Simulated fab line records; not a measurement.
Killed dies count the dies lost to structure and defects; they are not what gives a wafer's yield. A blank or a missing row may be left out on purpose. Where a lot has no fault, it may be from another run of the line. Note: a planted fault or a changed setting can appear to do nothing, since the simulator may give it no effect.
fab line records	flow n5-finfet
record lots=24	wafers=72	last-day=18
route steps=1938 shown BEOL_M8@1396 BEOL_M9@1402
lots that met no fault: taken from a fault-free run of the same line
start-h: hours from the record's opening day to when the first of the lot's shown wafers began	wait-h: hours elapsed since this lot's preceding step	" the same as in the row above	L1.1+2: several wafers, shown together as one row	- no value present, or no start provided	* or withheld: withheld	< > ~ a bound
route shown NAME@n: a module of which the file shows steps, and the number in the route of the first	usual: mean/standard deviation taken from wafers without a fault	same: alike in all rows	chamber/n: place in a boat	sites: per-site readings	_std_site: standard deviation of those values	_edge_site: outer sites' mean less inner sites'	radius-mm: how far each site lies from the wafer's centre	mask NAME#n: copy n	behind: tool/chamber where the wafer was last shaped	hold: reason for holding the lot/hours on hold/outcome of the hold	device: transistor that didn't switch, given as n, p or np	end of line: tests run on the same wafers once the route is complete	for a step that has no rows: nothing shown but its recipe	killed: at the first sort, the dies lost to defects and structure; wafer yield is something else	map: shows each die of a wafer: x if killed, . if not, _ if none is there
set.NAME: the setting that was run; set.NAME@STEP: the one run at that earlier step	model.NAME: the simulator's own value behind a step, which no gauge read
one table for each step of the route and one row for each wafer, over a sample of lots
services: when a tool's chamber went out of use (start-h, in hours from the record's first day, below 0 if earlier), for how many hours, and the reason
## steps
# step N5_BEOL_M8_THK_MEAS_53
# recipe thk-meas-gauge=xrf	reads=Cu_of_BEOL_M8_ECD_50
# usual M8_THK=79.1/1.6
lot.wafer	tool	chamber	start-h	wait-h	M8_THK[nm]
L074.3	film-metro-02	-	209.15	-	79.4
L074.4	"	-	"	"	78.0
L074.6	"	-	"	"	77.7
L075.2	film-metro-01	-	212.30	-	78.3
L075.4	"	-	"	"	79.7
L075.5	"	-	"	"	80.5
L076.1	film-metro-02	-	218.51	-	78.3
L076.4	"	-	"	"	76.7
L076.6	"	-	"	"	76.6
L078.1	film-metro-02	-	220.70	-	79.0
L078.4	"	-	"	"	79.0
L078.6	"	-	"	"	79.2
L077.1	film-metro-01	-	224.78	-	79.2
L077.3	"	-	"	"	81.4
L077.4	"	-	"	"	80.0
L079.1	film-metro-01	-	243.34	-	79.3
L079.5	"	-	"	"	79.0
L079.6	"	-	"	"	79.2
L080.1	film-metro-02	-	252.90	-	79.1
L080.3	"	-	"	"	79.7
L080.4	"	-	"	"	81.0
L081.2	film-metro-01	-	259.41	-	81.8
L081.3	"	-	"	"	82.7
L081.4	"	-	"	"	80.2
L087.3	film-metro-02	-	286.02	-	79.8
L087.4	"	-	"	"	76.9
L087.6	"	-	"	"	77.0
L084.3	film-metro-01	-	286.21	-	79.9
L084.5	"	-	"	"	80.7
L084.6	"	-	"	"	80.6
L083.2	film-metro-02	-	286.28	-	80.2
L083.5	"	-	"	"	77.8
L083.6	"	-	"	"	79.5
L086.4	film-metro-02	-	288.40	-	80.5
L086.5	"	-	"	"	79.3
L086.6	"	-	"	"	79.7
L082.4	film-metro-02	-	288.68	-	79.5
L082.5	"	-	"	"	79.5
L082.6	"	-	"	"	77.5
L085.2	film-metro-01	-	304.12	-	82.8
L085.3	"	-	"	"	81.1
L085.6	"	-	"	"	81.3
L088.1	film-metro-01	-	306.63	-	79.7
L088.2	"	-	"	"	81.7
L088.4	"	-	"	"	80.7
L089.1	film-metro-01	-	320.32	-	76.1
L089.4	"	-	"	"	77.2
L089.6	"	-	"	"	77.7
L090.1	film-metro-02	-	326.18	-	77.2
L090.3	"	-	"	"	78.3
L090.6	"	-	"	"	76.6
L091.1	film-metro-02	-	326.45	-	81.0
L091.2	"	-	"	"	79.5
L091.3	"	-	"	"	77.2
L092.4	film-metro-02	-	331.32	-	79.7
L092.5	"	-	"	"	82.0
L092.6	"	-	"	"	80.0
L093.1	film-metro-02	-	331.85	-	78.0
L093.2	"	-	"	"	78.2
L093.4	"	-	"	"	78.0
L094.2	film-metro-02	-	335.53	-	78.4
L094.5	"	-	"	"	79.7
L094.6	"	-	"	"	78.2
L095.2	film-metro-02	-	339.20	-	77.3
L095.4	"	-	"	"	77.1
L095.6	"	-	"	"	78.6
L096.1	film-metro-02	-	346.61	-	77.6
L096.2	"	-	"	"	79.3
L096.3	"	-	"	"	78.6
L097.1	film-metro-02	-	366.91	-	78.8
L097.2	"	-	"	"	79.0
L097.5	"	-	"	"	78.2
# step N5_BEOL_M9_CURE_71
# recipe temp-c=385	time-s=240	ambient=He/Ar	material=SiCOH_lowk
# usual lamp-power-pct=52.32/0.055	wafer_temp_C_max=386.8/0.67
lot.wafer	tool	chamber	start-h	wait-h	lamp-power-pct	wafer_temp_C_max
L074.3	uv-cure-02	1	209.67	0.3	52.38	387.7
L074.4	"	1	"	"	52.23	387.8
L074.6	"	1	"	"	52.30	387.1
L075.2	uv-cure-03	0	212.65	0.1	52.33	387.5
L075.4	"	0	"	"	52.21	387.3
L075.5	"	0	"	"	52.25	387.1
L076.1	uv-cure-01	2	218.81	0.1	52.27	386.4
L076.4	"	2	"	"	52.34	386.1
L076.6	"	2	"	"	52.33	386.4
L078.1	uv-cure-03	0	221.00	0.1	52.31	387.4
L078.4	"	0	"	"	52.37	386.3
L078.6	"	0	"	"	52.42	386.9
L077.1	uv-cure-03	0	225.05	0.0	52.32	387.4
L077.3	"	0	"	"	52.32	387.7
L077.4	"	0	"	"	52.27	387.0
L079.1	uv-cure-03	2	243.61	0.0	52.36	387.8
L079.5	"	2	"	"	52.18	387.7
L079.6	"	2	"	"	52.31	387.7
L080.1	uv-cure-03	1	253.17	0.1	52.32	386.2
L080.3	"	1	"	"	52.26	386.5
L080.4	"	1	"	"	52.22	386.2
L081.2	uv-cure-02	2	259.79	0.1	52.24	386.2
L081.3	"	2	"	"	52.36	385.6
L081.4	"	2	"	"	52.35	385.7
L087.3	uv-cure-01	0	286.63	0.4	52.39	386.8
L087.4	"	0	"	"	52.38	386.8
L087.6	"	0	"	"	52.40	386.6
L084.3	uv-cure-03	2	286.64	0.2	52.23	387.6
L084.5	"	2	"	"	52.29	388.0
L084.6	"	2	"	"	52.36	387.2
L083.2	uv-cure-02	0	286.89	0.4	52.29	386.2
L083.5	"	0	"	"	52.43	386.1
L083.6	"	0	"	"	52.39	386.5
L086.4	uv-cure-01	1	289.15	0.5	52.27	386.1
L086.5	"	1	"	"	52.31	386.2
L086.6	"	1	"	"	52.29	386.2
L082.4	uv-cure-03	2	289.20	0.3	52.37	387.0
L082.5	"	2	"	"	52.36	387.0
L082.6	"	2	"	"	52.43	387.7
L085.2	uv-cure-03	1	305.12	0.8	52.36	386.7
L085.3	"	1	"	"	52.32	386.6
L085.6	"	1	"	"	52.34	386.2
L088.1	uv-cure-03	1	308.16	1.3	52.31	386.2
L088.2	"	1	"	"	52.34	386.0
L088.4	"	1	"	"	52.30	386.6
L089.1	uv-cure-02	0	320.62	0.0	52.38	386.5
L089.4	"	0	"	"	52.43	386.5
L089.6	"	0	"	"	52.34	386.6
L090.1	uv-cure-02	1	326.49	0.0	52.27	388.1
L090.3	"	1	"	"	52.33	387.5
L090.6	"	1	"	"	52.25	387.7
L091.1	uv-cure-03	1	326.75	0.1	52.42	385.9
L091.2	"	1	"	"	52.30	386.5
L091.3	"	1	"	"	52.29	386.5
L092.4	uv-cure-03	2	331.86	0.3	52.26	387.1
L092.5	"	2	"	"	52.31	387.0
L092.6	"	2	"	"	52.34	387.7
L093.1	uv-cure-02	0	332.20	0.1	52.30	387.0
L093.2	"	0	"	"	52.31	386.3
L093.4	"	0	"	"	52.30	386.1
L094.2	uv-cure-01	0	335.88	0.1	52.29	386.8
L094.5	"	0	"	"	52.39	386.6
L094.6	"	0	"	"	52.34	387.8
L095.2	uv-cure-02	2	339.66	0.2	52.38	385.4
L095.4	"	2	"	"	52.26	385.8
L095.6	"	2	"	"	52.37	386.3
L096.1	uv-cure-03	0	346.91	0.0	52.22	386.8
L096.2	"	0	"	"	52.36	386.7
L096.3	"	0	"	"	52.31	387.4
L097.1	uv-cure-01	2	367.18	0.0	52.30	386.3
L097.2	"	2	"	"	52.39	386.2
L097.5	"	2	"	"	52.36	386.0
# step N5_BEOL_M9_PECVD_70
# recipe material=SiO2	target-thk-a=200	temp-c=400	precursor=TEOS/O2	pressure-torr=5.5	rf-w=450	teos-flow-sccm=53.8	gas=O2	flow-sccm=3000	time-s=22.7
# usual heater-power-w=749/83	showerhead-plenum-p-Torr=8.77/0.062	throttle-valve-pct=21.9/0.98
lot.wafer	tool	chamber	start-h	wait-h	heater-power-w	showerhead-plenum-p-Torr	throttle-valve-pct
L074.3	pecvd-02	0	210.06	0.0	804	8.73	23.2
L074.4	"	1	"	"	816	8.80	22.7
L074.6	"	2	"	"	727	8.80	20.8
L075.2	pecvd-04	1	213.12	0.0	613	8.69	21.4
L075.4	"	2	"	"	693	8.72	20.3
L075.5	"	1	"	"	649	8.67	21.6
L076.1	pecvd-04	1	219.37	0.0	681	8.69	21.3
L076.4	"	2	"	"	636	8.72	20.6
L076.6	"	0	"	"	793	8.90	21.8
L078.1	pecvd-03	1	221.55	0.0	912	8.75	21.9
L078.4	"	0	"	"	627	8.81	23.3
L078.6	"	1	"	"	913	8.73	21.7
L077.1	pecvd-02	2	225.60	0.0	777	8.77	20.8
L077.3	"	0	"	"	755	8.74	23.1
L077.4	"	2	"	"	780	8.80	20.9
L079.1	pecvd-04	0	244.16	0.0	762	8.89	21.8
L079.5	"	1	"	"	767	8.67	21.6
L079.6	"	2	"	"	691	8.69	20.2
L080.1	pecvd-04	1	253.72	0.0	757	8.68	21.4
L080.3	"	0	"	"	738	8.90	21.7
L080.4	"	1	"	"	735	8.69	21.6
L081.2	pecvd-03	0	260.26	0.0	587	8.81	23.6
L081.3	"	2	"	"	746	8.78	20.3
L081.4	"	2	"	"	753	8.75	20.3
L084.3	pecvd-03	2	287.03	0.0	790	8.76	20.4
L084.5	"	1	"	"	888	8.73	21.7
L084.6	"	0	"	"	599	8.82	23.4
L087.3	pecvd-04	2	287.34	0.0	713	8.70	20.5
L087.4	"	2	"	"	718	8.70	20.6
L087.6	"	1	"	"	688	8.71	21.2
L083.2	pecvd-03	2	287.36	0.0	789	8.78	20.6
L083.5	"	2	"	"	785	8.77	20.6
L083.6	"	1	"	"	915	8.75	21.5
L082.4	pecvd-02	0	289.53	0.1	731	8.75	23.0
L082.5	"	1	"	"	819	8.82	22.8
L082.6	"	2	"	"	700	8.79	20.9
L086.4	pecvd-04	1	289.72	0.1	728	8.68	21.0
L086.5	"	0	"	"	767	8.89	22.0
L086.6	"	2	"	"	672	8.70	20.4
L085.2	pecvd-02	0	305.59	0.0	764	8.72	22.9
L085.3	"	2	"	"	837	8.78	21.2
L085.6	"	0	"	"	773	8.73	23.2
L088.1	pecvd-04	1	308.71	0.0	644	8.69	21.6
L088.2	"	2	"	"	703	8.71	20.7
L088.4	"	2	"	"	709	8.71	20.6
L089.1	pecvd-02	1	321.17	0.0	890	8.79	22.7
L089.4	"	0	"	"	754	8.72	23.2
L089.6	"	0	"	"	762	8.75	22.8
L091.1	pecvd-02	1	327.30	0.0	840	8.82	23.0
L091.2	"	2	"	"	851	8.77	21.1
L091.3	"	2	"	"	830	8.76	21.3
L090.1	pecvd-02	1	327.52	0.0	724	8.79	22.7
L090.3	"	2	"	"	707	8.78	20.9
L090.6	"	2	"	"	709	8.79	21.0
L092.4	pecvd-04	2	332.18	0.1	666	8.68	20.8
L092.5	"	0	"	"	720	8.89	21.8
L092.6	"	2	"	"	681	8.70	21.0
L093.1	pecvd-02	0	332.75	0.0	750	8.72	22.9
L093.2	"	2	"	"	803	8.80	21.2
L093.4	"	1	"	"	785	8.80	22.8
L094.2	pecvd-04	2	336.35	0.0	618	8.71	21.0
L094.5	"	2	"	"	598	8.70	20.7
L094.6	"	0	"	"	816	8.90	21.9
L095.2	pecvd-02	1	340.53	0.0	891	8.82	22.9
L095.4	"	0	"	"	816	8.72	23.0
L095.6	"	1	"	"	877	8.80	22.6
L096.1	pecvd-03	1	347.46	0.0	910	8.75	21.9
L096.2	"	2	"	"	624	8.78	20.4
L096.3	"	0	"	"	616	8.83	23.7
L097.1	pecvd-02	2	367.73	0.0	833	8.79	21.2
L097.2	"	1	"	"	800	8.80	22.9
L097.5	"	0	"	"	740	8.74	23.3
# step N5_BEOL_M9_STRIP_19
# recipe chemistry=O2	power-w=400	temp-c=40	pressure-mtorr=30	rf-frequency-hz=6e+07	bias-power-w=0	overash-fraction=0.2	o2-flow-sccm=225
# usual drypump-motor-current-A=5.6/0.45	oes-product-au=0.76/0.073	rf-vpp-V=3.7/0.68	showerhead-plenum-p-Torr=2.09/0.065	throttle-valve-pct=16.66/0.16
lot.wafer	tool	chamber	start-h	wait-h	drypump-motor-current-A	oes-product-au	rf-hours-counter-h	rf-vpp-V	showerhead-plenum-p-Torr	throttle-valve-pct
L074.3	rie-diel-04	1	211.96	0.1	4.9	0.86	64	4.2	2.21	16.65
L074.4	"	2	"	"	5.3	0.93	-	5.0	2.05	16.28
L074.6	"	3	"	"	5.3	0.72	-	2.9	2.18	16.89
L075.2	rie-diel-05	1	216.61	0.1	5.8	0.73	177	4.0	2.00	16.58
L075.4	"	3	"	"	5.8	0.74	154	3.5	2.10	16.74
L075.5	"	0	"	"	4.7	0.70	-	3.5	2.16	16.86
L076.1	rie-diel-04	2	221.00	0.3	5.3	0.91	28	4.7	2.05	16.28
L076.4	"	1	"	"	4.9	0.85	68	3.8	2.21	16.64
L076.6	"	2	"	"	5.3	0.91	-	3.1	2.05	16.27
L078.1	rie-diel-05	3	223.49	0.3	5.8	0.74	156	4.4	2.10	16.76
L078.4	"	1	"	"	5.8	0.72	179	3.2	2.00	16.57
L078.6	"	2	"	"	6.1	0.76	-	3.3	2.10	16.63
L077.1	rie-diel-04	2	228.30	0.1	5.3	0.90	31	4.2	2.05	16.31
L077.3	"	0	"	"	5.6	0.73	182	4.6	2.09	16.72
L077.4	"	1	"	"	4.9	0.84	70	3.8	2.21	16.64
L079.1	rie-diel-05	2	247.09	0.2	6.1	0.76	160	4.0	2.10	16.63
L079.5	"	1	"	"	5.8	0.73	-	4.8	2.00	16.59
L079.6	"	2	"	"	6.1	0.76	-	3.4	2.10	16.64
L080.1	rie-diel-05	0	257.09	0.1	4.8	0.68	245	4.7	2.16	16.87
L080.3	"	3	"	"	5.9	0.73	167	3.4	2.10	16.80
L080.4	"	2	"	"	6.1	0.75	163	2.8	2.09	16.64
L081.2	rie-diel-04	3	262.48	0.2	5.3	0.71	191	4.1	2.17	16.92
L081.3	"	0	"	"	5.7	0.74	192	3.6	2.08	16.73
L081.4	"	1	"	"	4.9	0.83	80	3.3	2.21	16.65
L084.3	rie-diel-04	3	288.68	0.2	5.3	0.70	198	2.7	2.17	16.91
L084.5	"	3	"	"	5.3	0.70	-	3.3	2.17	16.91
L084.6	"	2	"	"	5.3	0.88	-	3.7	2.04	16.34
L087.3	rie-diel-05	2	288.69	0.1	6.1	0.75	172	3.1	2.09	16.65
L087.4	"	1	"	"	5.8	0.70	-	4.0	2.00	16.61
L087.6	"	2	"	"	6.1	0.76	-	4.3	2.09	16.67
L083.2	rie-diel-05	1	288.91	0.1	5.8	0.71	199	4.1	2.00	16.60
L083.5	"	3	"	"	5.8	0.72	-	3.4	2.09	16.79
L083.6	"	2	"	"	6.1	0.76	-	4.1	2.09	16.67
L082.4	rie-diel-05	2	294.46	0.2	6.1	0.75	-	3.5	2.09	16.66
L082.5	"	3	"	"	5.9	0.71	-	2.7	2.09	16.79
L082.6	"	1	"	"	5.8	0.70	-	4.0	2.00	16.61
L086.4	rie-diel-05	3	294.74	0.2	5.8	0.72	-	3.4	2.09	16.81
L086.5	"	2	"	"	6.1	0.76	-	2.8	2.09	16.64
L086.6	"	1	"	"	5.8	0.71	-	3.7	2.00	16.60
L085.2	rie-diel-05	1	307.00	0.1	5.8	0.70	204	3.3	2.00	16.60
L085.3	"	0	"	"	4.8	0.97	2	3.9	2.15	16.45
L085.6	"	1	"	"	5.8	0.70	-	2.9	2.00	16.61
L088.1	rie-diel-04	2	312.10	0.1	5.3	0.85	55	3.5	2.04	16.32
L088.2	"	0	"	"	5.6	0.72	204	3.5	2.08	16.76
L088.4	"	3	"	"	5.3	0.70	204	3.4	2.17	16.93
L089.1	rie-diel-04	1	323.25	0.1	4.9	0.82	97	3.6	2.20	16.72
L089.4	"	3	"	"	5.3	0.70	207	3.5	2.17	16.94
L089.6	"	0	"	"	5.6	0.72	-	4.9	2.08	16.76
L091.1	rie-diel-03	0	329.93	0.1	5.6	0.72	223	4.7	2.07	16.64
L091.2	"	3	"	"	6.2	0.78	113	3.3	2.02	16.65
L091.3	"	2	"	"	5.4	0.86	61	3.1	2.04	16.62
L090.1	rie-diel-04	0	330.20	0.1	5.6	0.72	209	3.0	2.08	16.77
L090.3	"	2	"	"	5.3	0.86	60	4.0	2.03	16.36
L090.6	"	2	"	"	5.3	0.86	-	2.4	2.03	16.34
L092.4	rie-diel-05	2	333.75	0.1	6.1	0.74	183	3.4	2.09	16.68
L092.5	"	2	"	"	6.1	0.74	-	2.7	2.09	16.70
L092.6	"	3	"	"	5.9	0.72	-	3.4	2.09	16.80
L093.1	rie-diel-03	0	334.64	0.1	5.6	0.71	225	2.6	2.07	16.62
L093.2	"	2	"	"	5.4	0.85	63	4.4	2.04	16.62
L093.4	"	3	"	"	6.2	0.78	-	3.2	2.02	16.64
L094.2	rie-diel-05	1	338.66	0.1	5.8	0.70	213	5.2	1.99	16.61
L094.5	"	2	"	"	6.1	0.74	-	3.3	2.09	16.68
L094.6	"	1	"	"	5.8	0.70	-	3.4	1.99	16.62
L095.2	rie-diel-05	1	345.11	0.1	5.8	0.70	215	2.6	1.99	16.62
L095.4	"	0	"	"	4.8	0.93	13	4.5	2.15	16.49
L095.6	"	0	"	"	4.8	0.92	-	3.2	2.15	16.48
L096.1	rie-diel-05	1	350.15	0.3	5.8	0.69	217	2.3	1.99	16.65
L096.2	"	2	"	"	6.1	0.73	189	3.9	2.09	16.69
L096.3	"	0	"	"	4.8	0.92	14	3.3	2.15	16.47
L097.1	rie-diel-05	0	369.69	0.2	4.8	0.91	20	4.1	2.15	16.49
L097.2	"	3	"	"	5.9	0.71	199	3.7	2.09	16.85
L097.5	"	3	"	"	5.9	0.70	-	3.4	2.09	16.81
# step N5_BEOL_M9_CD_MEAS_35
# recipe target-cd-nm=70	target-cd-y-nm=40	polarity=opening
# usual cd-nm=69.8/0.56
lot.wafer	tool	chamber	start-h	wait-h	cd-nm
L074.3	cd-sem-03	-	215.39	0.0	70.4
L074.4	"	-	"	"	69.8
L074.6	"	-	"	"	70.5
L075.2	cd-sem-03	-	218.06	0.0	69.0
L075.4	"	-	"	"	69.5
L075.5	"	-	"	"	69.1
L076.1	cd-sem-01	-	222.30	0.0	69.5
L076.4	"	-	"	"	69.8
L076.6	"	-	"	"	70.1
L078.1	cd-sem-01	-	226.89	0.0	69.8
L078.4	"	-	"	"	70.3
L078.6	"	-	"	"	70.3
L077.1	cd-sem-02	-	230.12	0.0	70.2
L077.3	"	-	"	"	70.6
L077.4	"	-	"	"	70.9
L079.1	cd-sem-02	-	249.69	0.0	69.9
L079.5	"	-	"	"	69.7
L079.6	"	-	"	"	69.4
L080.1	cd-sem-02	-	258.37	0.0	68.9
L080.3	"	-	"	"	69.4
L080.4	"	-	"	"	69.0
L081.2	cd-sem-03	-	265.28	0.0	69.7
L081.3	"	-	"	"	69.9
L081.4	"	-	"	"	69.3
L083.2	cd-sem-01	-	293.53	0.0	69.7
L083.5	"	-	"	"	71.2
L083.6	"	-	"	"	70.0
L084.3	cd-sem-03	-	293.56	0.0	71.3
L084.5	"	-	"	"	70.8
L084.6	"	-	"	"	70.3
L087.3	cd-sem-02	-	293.95	0.0	69.6
L087.4	"	-	"	"	69.5
L087.6	"	-	"	"	68.6
L082.4	cd-sem-02	-	297.51	0.0	70.2
L082.5	"	-	"	"	69.5
L082.6	"	-	"	"	69.6
L086.4	cd-sem-03	-	301.08	0.0	70.2
L086.5	"	-	"	"	68.9
L086.6	"	-	"	"	69.0
L085.2	cd-sem-03	-	311.19	0.0	69.0
L085.3	"	-	"	"	69.0
L085.6	"	-	"	"	69.5
L088.1	cd-sem-03	-	314.03	0.0	69.2
L088.2	"	-	"	"	70.1
L088.4	"	-	"	"	69.7
L089.1	cd-sem-03	-	325.71	0.0	70.0
L089.4	"	-	"	"	70.3
L089.6	"	-	"	"	70.2
L091.1	cd-sem-01	-	332.10	0.0	69.2
L091.2	"	-	"	"	70.0
L091.3	"	-	"	"	69.6
L090.1	cd-sem-02	-	332.31	0.0	70.0
L090.3	"	-	"	"	70.7
L090.6	"	-	"	"	70.4
L092.4	cd-sem-03	-	337.63	0.0	69.4
L092.5	"	-	"	"	69.0
L092.6	"	-	"	"	69.2
L093.1	cd-sem-01	-	338.06	0.0	69.7
L093.2	"	-	"	"	70.1
L093.4	"	-	"	"	69.9
L094.2	cd-sem-02	-	339.76	0.0	70.6
L094.5	"	-	"	"	70.7
L094.6	"	-	"	"	69.3
L095.2	cd-sem-01	-	348.00	0.0	70.4
L095.4	"	-	"	"	69.4
L095.6	"	-	"	"	69.6
L096.1	cd-sem-01	-	353.41	0.0	69.5
L096.2	"	-	"	"	69.6
L096.3	"	-	"	"	70.3
L097.1	cd-sem-02	-	370.92	0.0	69.7
L097.2	"	-	"	"	69.4
L097.5	"	-	"	"	71.0
# step N5_BEOL_M9_CURE_72
# recipe temp-c=370	time-s=120	ambient=DMADMS/He	material=SiCOH_lowk
# usual lamp-power-pct=52.31/0.053	wafer_temp_C_max=371.4/0.54
lot.wafer	tool	chamber	start-h	wait-h	lamp-power-pct	wafer_temp_C_max
L074.3	uv-cure-02	0	215.53	0.1	52.38	371.2
L074.4	"	0	"	"	52.35	371.3
L074.6	"	0	"	"	52.36	371.7
L075.2	uv-cure-01	0	218.15	0.1	52.38	371.6
L075.4	"	0	"	"	52.34	371.5
L075.5	"	0	"	"	52.34	371.7
L076.1	uv-cure-02	0	222.34	0.0	52.26	370.9
L076.4	"	0	"	"	52.38	371.1
L076.6	"	0	"	"	52.28	371.2
L078.1	uv-cure-03	1	226.93	0.0	52.26	371.3
L078.4	"	1	"	"	52.34	371.3
L078.6	"	1	"	"	52.37	371.7
L077.1	uv-cure-03	1	230.92	0.8	52.30	371.2
L077.3	"	1	"	"	52.38	371.1
L077.4	"	1	"	"	52.25	371.5
L079.1	uv-cure-03	1	249.73	0.0	52.28	371.3
L079.5	"	1	"	"	52.26	371.2
L079.6	"	1	"	"	52.25	372.0
L080.1	uv-cure-02	1	258.41	0.0	52.24	371.8
L080.3	"	1	"	"	52.42	373.1
L080.4	"	1	"	"	52.24	372.4
L081.2	uv-cure-02	2	265.37	0.1	52.23	371.0
L081.3	"	2	"	"	52.25	371.0
L081.4	"	2	"	"	52.29	371.5
L083.2	uv-cure-03	1	293.62	0.1	52.41	371.2
L083.5	"	1	"	"	52.39	371.4
L083.6	"	1	"	"	52.34	371.1
L084.3	uv-cure-01	1	293.80	0.2	52.46	371.7
L084.5	"	1	"	"	52.36	370.9
L084.6	"	1	"	"	52.29	371.4
L087.3	uv-cure-02	2	294.09	0.1	52.26	371.2
L087.4	"	2	"	"	52.26	371.1
L087.6	"	2	"	"	52.27	370.8
L082.4	uv-cure-03	1	297.78	0.3	52.35	371.8
L082.5	"	1	"	"	52.29	371.5
L082.6	"	1	"	"	52.31	371.4
L086.4	uv-cure-01	1	301.72	0.6	52.20	371.2
L086.5	"	1	"	"	52.30	371.7
L086.6	"	1	"	"	52.37	370.9
L085.2	uv-cure-02	1	311.28	0.1	52.29	372.2
L085.3	"	1	"	"	52.31	372.1
L085.6	"	1	"	"	52.29	372.5
L088.1	uv-cure-03	1	314.31	0.3	52.37	371.4
L088.2	"	1	"	"	52.40	371.8
L088.4	"	1	"	"	52.27	371.9
L089.1	uv-cure-01	2	325.75	0.0	52.27	371.5
L089.4	"	2	"	"	52.30	371.5
L089.6	"	2	"	"	52.30	370.8
L091.1	uv-cure-03	2	332.14	0.0	52.31	371.4
L091.2	"	2	"	"	52.36	372.3
L091.3	"	2	"	"	52.29	372.3
L090.1	uv-cure-01	1	332.35	0.0	52.33	371.6
L090.3	"	1	"	"	52.21	371.6
L090.6	"	1	"	"	52.37	371.1
L092.4	uv-cure-01	2	337.82	0.2	52.28	370.7
L092.5	"	2	"	"	52.37	371.0
L092.6	"	2	"	"	52.31	371.0
L093.1	uv-cure-03	0	338.10	0.0	52.25	371.8
L093.2	"	0	"	"	52.29	372.8
L093.4	"	0	"	"	52.32	371.6
L094.2	uv-cure-01	2	339.85	0.1	52.30	371.1
L094.5	"	2	"	"	52.32	371.4
L094.6	"	2	"	"	52.37	371.1
L095.2	uv-cure-02	0	348.09	0.1	52.30	370.8
L095.4	"	0	"	"	52.27	371.2
L095.6	"	0	"	"	52.29	371.3
L096.1	uv-cure-03	1	353.45	0.0	52.29	371.1
L096.2	"	1	"	"	52.31	371.4
L096.3	"	1	"	"	52.33	371.4
L097.1	uv-cure-02	0	370.96	0.0	52.33	371.4
L097.2	"	0	"	"	52.29	370.6
L097.5	"	0	"	"	52.22	371.2
## services
tool	chamber	start-h	hours	kind
pecvd-04	1	191.46	8.1	repair
rie-diel-03	2	191.94	6.5	repair
pecvd-02	0	192.78	9.0	repair
rie-diel-05	-	203.16	0.3	repair
uv-cure-01	-	204.02	1.0	pm
rie-diel-04	0	208.33	7.4	repair
uv-cure-02	-	209.99	3.4	pm
uv-cure-02	-	225.97	5.9	repair
uv-cure-01	-	226.51	9.2	pm
pecvd-02	-	227.27	0.8	repair
rie-diel-03	3	260.74	9.0	repair
rie-diel-05	-	265.48	2.8	pm
rie-diel-05	0	278.99	-	clean
rie-diel-05	0	278.99	-	consumable-replace:focus-ring
rie-diel-05	0	278.99	22.2	scheduled-down
pecvd-02	-	287.17	0.9	repair
uv-cure-02	-	300.70	7.5	pm
uv-cure-01	-	304.24	7.5	pm
rie-diel-04	0	312.76	5.1	repair
pecvd-04	1	329.83	17.9	repair
uv-cure-02	-	336.49	1.0	pm
pecvd-03	1	336.96	6.6	repair
rie-diel-03	0	340.47	4.7	repair
pecvd-04	-	361.46	1.3	repair
## key
fault none
